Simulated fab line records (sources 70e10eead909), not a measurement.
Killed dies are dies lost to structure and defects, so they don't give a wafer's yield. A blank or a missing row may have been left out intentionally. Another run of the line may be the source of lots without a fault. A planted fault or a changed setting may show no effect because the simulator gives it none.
The tool behind it: which one? | flow nand harc | Sampling: 10 lots, 30 wafers, 5 of 1302 route steps

== WHAT THE GAUGES READ, wafer by wafer ==
NHARC_A_CHANNEL_HOLE_D2_CD_MEAS_31. Usual: cd nm at 90.1 nm, with a standard deviation of 1.5.
lot  | measured     | on        | cd nm (nm)                | flag
L563 | day 14 19:15 | cd sem-03 | 90.0 91.0 90.1            |
L566 | day 15 10:17 | cd sem-02 | 91.5 92.0 90.1            |
L567 | day 16 17:40 | cd sem-02 | 88.4 91.0 88.4            |
L570 | day 17 09:19 | cd sem-01 | 92.6 91.1 92.6            |
L572 | day 17 19:41 | cd sem-01 | 89.7 89.4 91.0            |
L576 | day 19 17:04 | cd sem-02 | 0.6 0.3 0.6 0.6 0.4 0.5   | OFF
L575 | day 19 18:08 | cd sem-01 | 0.4 1.5 -0.2 0.4 1.0 -0.3 | OFF
L577 | day 20 03:31 | cd sem-01 | 92.0 89.7 91.5            |
L583 | day 22 19:38 | cd sem-02 | 90.8 91.4 91.5            |
L584 | day 22 19:46 | cd sem-02 | 88.5 91.4 88.9            |

== WHAT TOOL EACH LOT RAN ON (gives the tool, then ch and the chambers of the sampled wafers, and finally the start) ==
lot  | NHARC_A_CHANNEL_HOLE_D2_ETCH_38    | NHARC_A_CHANNEL_HOLE_D2_ETCH_23  | NHARC_A_CHANNEL_HOLE_D2_ETCH_25  | NHARC_A_CHANNEL_HOLE_D2_ETCH_44
L563 | rie diel-05 ch 0,1,3, day 14 10:15 | har etch-02 ch 0,1, day 14 15:16 | har etch-02 ch 0,1, day 14 16:46 | rie diel-09 ch 2,3, day 14 18:28
L566 | rie diel-09 ch 1,2,3, day 15 01:35 | har etch-02 ch 0,1, day 15 06:19 | har etch-02 ch 0,1, day 15 07:48 | rie diel-10 ch 0,3, day 15 09:29
L567 | rie diel-05 ch 0,1, day 16 10:53   | har etch-02 ch 0,1, day 16 13:25 | har etch-02 ch 0,1, day 16 14:53 | rie diel-10 ch 0,3, day 16 16:46
L570 | rie diel-05 ch 0,1, day 16 21:20   | har etch-01 ch 0,1, day 17 05:19 | har etch-01 ch 0,1, day 17 06:49 | rie diel-09 ch 0,3, day 17 08:31
L572 | rie diel-05 ch 0,1,3, day 17 10:31 | har etch-02 ch 0,1, day 17 15:43 | har etch-02 ch 0,1, day 17 17:12 | rie diel-05 ch 0,1,3, day 17 18:53
L576 | rie diel-05 ch 0,2, day 19 07:18   | har etch-02 ch 0,1, day 19 13:13 | har etch-02 ch 0,1, day 19 14:44 | rie diel-05 ch 0,1,3, day 19 16:16
L575 | rie diel-10 ch 0,1,3, day 19 08:05 | har etch-01 ch 0,1, day 19 14:04 | har etch-01 ch 0,1, day 19 15:31 | rie diel-09 ch 1,2,3, day 19 17:20
L577 | rie diel-10 ch 2,3, day 19 20:29   | har etch-01 ch 0, day 19 23:27   | har etch-01 ch 0, day 20 00:54   | rie diel-09 ch 0,1,2, day 20 02:44
L583 | rie diel-09 ch 1,2, day 22 12:59   | har etch-01 ch 0,1, day 22 15:46 | har etch-01 ch 0,1, day 22 17:17 | rie diel-05 ch 0,2,3, day 22 18:50
L584 | rie diel-05 ch 1,2,3, day 22 13:09 | har etch-02 ch 0,1, day 22 15:48 | har etch-02 ch 0,1, day 22 17:18 | rie diel-09 ch 0,3, day 22 18:59
- NHARC_A_CHANNEL_HOLE_D2_ETCH_38: etches the open film in CF4, target depth 39 nm, time 65 s.
- NHARC_A_CHANNEL_HOLE_D2_ETCH_23: etches the open film in C4F8/O2/Ar, time 819 s, target depth 1600 nm.
- NHARC_A_CHANNEL_HOLE_D2_ETCH_25: etches the open film in C4F8/O2/Ar, time 1040.2 s, target depth 1500 nm.
- NHARC_A_CHANNEL_HOLE_D2_ETCH_44: etches the open film in CF4/O2, target depth 140 nm, overetch 14 nm, time 77 s.

== AS READ BY THE TOOLS THEMSELVES (means over the sampled wafers that have a number; for cases with no such wafer, the mark the record gives instead) ==
NHARC_A_CHANNEL_HOLE_D2_ETCH_38. Usual: bias w 100.06 W, standard deviation 0.26; cf4 flow sccm 150.0 sccm, standard deviation 0.45; chamber pressure mTorr 50.00 mTorr, standard deviation 0.046; drypump motor current A 5.7 A, standard deviation 0.54; oes product au 1.004 a.u., standard deviation 0.011; rf vpp V 151.2 V, standard deviation 1.1; showerhead plenum p Torr 1.77 Torr, standard deviation 0.066; throttle valve pct 13.283 %, standard deviation 0.011.
lot  | tool        | bias w (W) | cf4 flow sccm (sccm) | chamber pressure mTorr (mTorr) | drypump motor current A (A) | oes product au (a.u.) | rf vpp V (V) | showerhead plenum p Torr (Torr) | throttle valve pct (%) | flag
L563 | rie diel-05 | 99.97      | 150.0                | 50.00                          | 5.9                         | 1.015                 | 151.0        | 1.75                            | 13.285                 |
L566 | rie diel-09 | 100.13     | 150.1                | 49.99                          | 6.1                         | 1.008                 | 151.7        | 1.77                            | 13.274                 |
L567 | rie diel-05 | 100.03     | 149.7                | 50.02                          | 6.1                         | 0.995                 | 152.2        | 1.81                            | 13.277                 |
L570 | rie diel-05 | 99.97      | 150.0                | 50.05                          | 6.1                         | 0.993                 | 151.8        | 1.81                            | 13.282                 |
L572 | rie diel-05 | 99.99      | 150.2                | 50.04                          | 6.0                         | 1.010                 | 150.8        | 1.75                            | 13.286                 |
L576 | rie diel-05 | 100.36     | 149.7                | 50.00                          | 5.6                         | 1.003                 | 151.1        | 1.80                            | 13.289                 |
L575 | rie diel-10 | 99.92      | 150.4                | 50.01                          | 5.6                         | 0.998                 | 151.6        | 1.76                            | 13.292                 |
L577 | rie diel-10 | 99.95      | 149.7                | 50.02                          | 5.0                         | 1.001                 | 152.6        | 1.81                            | 13.287                 |
L583 | rie diel-09 | 100.17     | 150.4                | 50.01                          | 6.4                         | 0.999                 | 150.6        | 1.73                            | 13.285                 |
L584 | rie diel-05 | 99.89      | 149.8                | 50.00                          | 5.5                         | 1.012                 | 150.7        | 1.72                            | 13.276                 |

NHARC_A_CHANNEL_HOLE_D2_ETCH_23. Usual: c4f8 flow sccm is 89.33 sccm with standard deviation 0.25, chamber pressure mTorr is 20.000 mTorr with standard deviation 0.019, drypump motor current A is 5.9 A with standard deviation 0.61, he backside leak sccm is 5.7 sccm with standard deviation 0.58, oes air line au is 0.999 a.u. with standard deviation 0.02, showerhead plenum p Torr is 3.74 Torr with standard deviation 0.16, and throttle valve pct is 32.155 % with standard deviation 0.0088.
lot  | tool        | c4f8 flow sccm (sccm) | chamber pressure mTorr (mTorr) | drypump motor current A (A) | he backside leak sccm (sccm) | oes air line au (a.u.) | showerhead plenum p Torr (Torr) | throttle valve pct (%) | flag
L563 | har etch-02 | 89.42                 | 20.019                         | 6.2                         | 6.4                          | 1.000                  | 3.72                            | 32.156                 |
L566 | har etch-02 | 89.42                 | 19.985                         | 6.5                         | 7.1                          | 0.994                  | 3.82                            | 32.156                 |
L567 | har etch-02 | 89.38                 | 19.995                         | 6.2                         | 6.8                          | 0.992                  | 3.71                            | 32.146                 |
L570 | har etch-01 | 89.34                 | 20.002                         | 5.4                         | 5.7                          | 0.972                  | 3.57                            | 32.153                 |
L572 | har etch-02 | 89.36                 | 20.015                         | 6.2                         | 5.4                          | 1.003                  | 3.92                            | 32.154                 |
L576 | har etch-02 | -                     | -                              | -                           | -                            | -                      | -                               | -                      | OFF
L575 | har etch-01 | -                     | -                              | -                           | -                            | -                      | -                               | -                      | OFF
L577 | har etch-01 | 89.08                 | 19.998                         | 5.4                         | 5.5                          | 1.014                  | 3.50                            | 32.159                 |
L583 | har etch-01 | 89.40                 | 19.989                         | 5.4                         | 5.8                          | 1.017                  | 3.53                            | 32.152                 |
L584 | har etch-02 | 89.29                 | 20.006                         | 6.5                         | 5.6                          | 0.996                  | 3.88                            | 32.145                 |

NHARC_A_CHANNEL_HOLE_D2_ETCH_25. Usual: c4f8 flow sccm is 93.82 sccm with standard deviation 0.27, chamber pressure mTorr is 20.000 mTorr with standard deviation 0.02, drypump motor current A is 5.9 A with standard deviation 0.62, he backside leak sccm is 5.8 sccm with standard deviation 0.57, oes air line au is 0.999 a.u. with standard deviation 0.023, showerhead plenum p Torr is 3.73 Torr with standard deviation 0.16, and throttle valve pct is 32.234 % with standard deviation 0.0091.
lot  | tool        | c4f8 flow sccm (sccm) | chamber pressure mTorr (mTorr) | drypump motor current A (A) | he backside leak sccm (sccm) | oes air line au (a.u.) | showerhead plenum p Torr (Torr) | throttle valve pct (%) | flag
L563 | har etch-02 | 93.80                 | 20.021                         | 6.2                         | 6.6                          | 1.000                  | 3.72                            | 32.240                 |
L566 | har etch-02 | 93.79                 | 20.009                         | 6.5                         | 6.7                          | 1.004                  | 3.81                            | 32.237                 |
L567 | har etch-02 | 93.87                 | 20.009                         | 6.2                         | 6.3                          | 0.976                  | 3.70                            | 32.244                 |
L570 | har etch-01 | 93.72                 | 20.016                         | 5.4                         | 5.7                          | 0.996                  | 3.57                            | 32.238                 |
L572 | har etch-02 | 93.73                 | 20.006                         | 6.2                         | 5.4                          | 1.031                  | 3.91                            | 32.228                 |
L576 | har etch-02 | 93.59                 | 20.025                         | 6.5                         | 5.7                          | 0.991                  | 3.89                            | 32.234                 |
L575 | har etch-01 | 94.08                 | 20.009                         | 5.3                         | 5.9                          | 1.003                  | 3.59                            | 32.227                 |
L577 | har etch-01 | 93.74                 | 20.016                         | 5.4                         | 5.6                          | 0.987                  | 3.50                            | 32.238                 |
L583 | har etch-01 | 93.89                 | 19.978                         | 5.3                         | 5.6                          | 1.003                  | 3.53                            | 32.238                 |
L584 | har etch-02 | 94.14                 | 19.998                         | 6.5                         | 5.8                          | 0.991                  | 3.87                            | 32.237                 |

NHARC_A_CHANNEL_HOLE_D2_ETCH_44. Usual: bias w 100.0 W, standard deviation 0.31; cf4 flow sccm 80.04 sccm, standard deviation 0.26; chamber pressure mTorr 30.000 mTorr, standard deviation 0.027; drypump motor current A 5.8 A, standard deviation 0.5; oes product au 1.001 a.u., standard deviation 0.011; rf vpp V 198.0 V, standard deviation 1.2; showerhead plenum p Torr 1.34 Torr, standard deviation 0.052; throttle valve pct 13.399 %, standard deviation 0.0099.
lot  | tool        | bias w (W) | cf4 flow sccm (sccm) | chamber pressure mTorr (mTorr) | drypump motor current A (A) | oes product au (a.u.) | rf vpp V (V) | showerhead plenum p Torr (Torr) | throttle valve pct (%) | flag
L563 | rie diel-09 | 100.0      | 80.13                | 29.974                         | 5.8                         | 0.985                 | 198.5        | 1.34                            | 13.405                 |
L566 | rie diel-10 | 100.3      | 80.43                | 29.976                         | 5.6                         | 0.998                 | 198.5        | 1.32                            | 13.390                 |
L567 | rie diel-10 | 100.1      | 80.15                | 30.000                         | 5.6                         | 0.999                 | 197.9        | 1.32                            | 13.404                 |
L570 | rie diel-09 | 99.9       | 80.05                | 30.012                         | 5.8                         | 0.991                 | 199.0        | 1.41                            | 13.404                 |
L572 | rie diel-05 | 100.0      | 79.85                | 29.998                         | 6.0                         | 1.009                 | 197.1        | 1.32                            | 13.392                 |
L576 | rie diel-05 | 100.0      | 79.96                | 30.021                         | 5.9                         | 1.008                 | 197.9        | 1.32                            | 13.409                 |
L575 | rie diel-09 | 100.0      | 80.18                | 30.011                         | 6.1                         | 0.997                 | 197.5        | 1.34                            | 13.410                 |
L577 | rie diel-09 | 100.2      | 79.56                | 29.967                         | 6.1                         | 0.986                 | 197.3        | 1.34                            | 13.393                 |
L583 | rie diel-05 | 100.0      | 80.09                | 29.994                         | 5.9                         | 1.008                 | 198.4        | 1.33                            | 13.399                 |
L584 | rie diel-09 | 99.9       | 79.70                | 29.996                         | 5.8                         | 0.999                 | 199.1        | 1.41                            | 13.389                 |

== THE ANSWER, worked out from the rows above alone ==
Rule: lot off if the mean of its wafers having a number is beyond 3 standard deviations from the usual mean. Also off: a lot with no number at a reading for which 4 or more lots have one. All remaining lots with rows at the step are treated as sound. First the gauges in route order, then the tools' own readings, where a lot's mean is used as printed above. At the first step where some lot is off, the reading lying furthest off is the one used; lots without a number count as furthest.
Off: L576, L575, at NHARC_A_CHANNEL_HOLE_D2_CD_MEAS_31 (cd nm).
A tool fits if, at a process step before that reading, it ran every lot that is off, and no sound lot after the first of them. The gauges at NHARC_A_CHANNEL_HOLE_D2_CD_MEAS_31 aren't tried: what is off there is off at NHARC_A_CHANNEL_HOLE_D2_ETCH_23 too, on other tools, and a gauge's error can't cause that. Not one of the candidates tried fits.

== WHAT HAD BEEN PUT IN BY THE SIMULATOR ==
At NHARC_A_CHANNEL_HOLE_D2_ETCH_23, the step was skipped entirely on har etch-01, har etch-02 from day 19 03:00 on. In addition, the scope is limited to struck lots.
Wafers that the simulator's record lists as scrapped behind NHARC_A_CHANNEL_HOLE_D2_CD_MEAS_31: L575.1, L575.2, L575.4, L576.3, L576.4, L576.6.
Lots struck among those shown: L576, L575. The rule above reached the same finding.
